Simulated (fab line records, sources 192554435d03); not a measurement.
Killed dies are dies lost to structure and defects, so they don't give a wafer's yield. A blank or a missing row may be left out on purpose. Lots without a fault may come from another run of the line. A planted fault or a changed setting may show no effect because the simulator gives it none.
A struck lot beside a sound one | flow n5_finfet | 14 steps out of a route of 1938
Sound: wafers L272.3, L272.4, L272.5. Struck: wafers L284.4, L284.5. (L284.1 of the same lot was not struck and is left out.) The cause comes at the end.
At each step with rows: each side's tool, then ch and its chambers, then its first start. Under that, the readings that differ: sound wafers | struck wafers | difference of the means | sigmas: that difference in standard deviations of wafers without a fault.
alike: readings whose means differ by less than 2 such deviations, and words and numbers that are the same on both sides. not compared: withheld readings, readings that some wafer has no value for, bounds like >300 that may hide the same value, and numbers for which the record gives no deviation and whose values overlap.
The two part at a step that has a row with sigmas, a row that says differs or no value, or rows on one side only. Numbers that don't overlap but have no deviation are shown without sigmas and don't part them. A reading that every wafer of one side lacks parts them only if that side has two wafers or more.

N5_BEOL_M12_ETCH_68: etches SOC in N2/H2, time 285 s.
  sound on rie_diel-03 ch 0,2,3, day 11 20:26; struck on rie_diel-01 ch 2, day 14 06:16
  alike: drypump_motor_current_A, oes_product_au, rf_fwd_power_W, rf_vpp_V, showerhead_plenum_p_Torr, temp_c, throttle_valve_pct
  not compared: rf_hours_counter_h
then, 1 step without rows for these wafers: N5_BEOL_M12_STRIP_69 (strips in N2/H2).
N5_BEOL_M12_TRENCH_ETCH_34: etches SiOC in C4F8/O2/Ar, target depth 318.95 nm, time 125.5 s.
  sound on rie_diel-03 ch 0,2,3, day 11 20:38; struck on rie_diel-01 ch 2, day 14 06:26
  alike: drypump_motor_current_A, oes_product_au, rf_fwd_power_W, rf_vpp_V, showerhead_plenum_p_Torr, throttle_valve_pct
  not compared: rf_hours_counter_h
then, 1 step without rows for these wafers: N5_BEOL_M12_STRIP_70 (strips in C4F8/O2/Ar).
N5_BEOL_M12_OCD_MEAS_35:
  sound on ocd-02, day 11 20:47; struck on ocd-01, day 14 06:35
  alike: trench_depth_nm
then, 4 steps without rows for these wafers: N5_BEOL_M12_STRIP_37 (strips in N2/H2); N5_BEOL_M12_ETCH_38 (etches SiCN in CF4/N2, target depth 68.7 nm, time 73.4 s); N5_BEOL_M12_PRECLEAN_39 (cleans in residue remover, time 60 s); N5_BEOL_M12_SRD_40 (time 30 s, dry time 30 s).
N5_BEOL_M12_DEGAS_41: time 60 s.
  sound on pvd_sputter-01, day 12 01:11; struck on pvd_sputter-01, day 14 08:24
  alike: heater_power_w
then, 1 step without rows for these wafers: N5_BEOL_M12_PRE_CLEAN_42 (time 30 s).
N5_BEOL_M12_SPUTTER_43: material TaN, target thk 15 nm, time 24.19 s.
  sound on pvd_sputter-01, day 12 01:16; struck on pvd_sputter-01, day 14 08:29
  alike: throttle_valve_pct
N5_BEOL_M12_SPUTTER_44: material Ta, target thk 10 nm, time 16.13 s.
  sound on pvd_sputter-01, day 12 01:21; struck on pvd_sputter-01, day 14 08:34
  reading                                     | sound    | struck | difference | sigmas
  model.Ta_of_BEOL_M12_SPUTTER_44.thk_nm (nm) | 10 10 10 | 8 8.2  | -2         |
  alike: throttle_valve_pct
N5_BEOL_M12_SPUTTER_45: material Cu, target thk 80 nm, time 13.33 s.
  sound on pvd_sputter-01, day 12 01:26; struck on pvd_sputter-01, day 14 08:38
  alike: throttle_valve_pct

WHERE THEY PART
Nowhere in this record.

WHY: what the simulator had put in
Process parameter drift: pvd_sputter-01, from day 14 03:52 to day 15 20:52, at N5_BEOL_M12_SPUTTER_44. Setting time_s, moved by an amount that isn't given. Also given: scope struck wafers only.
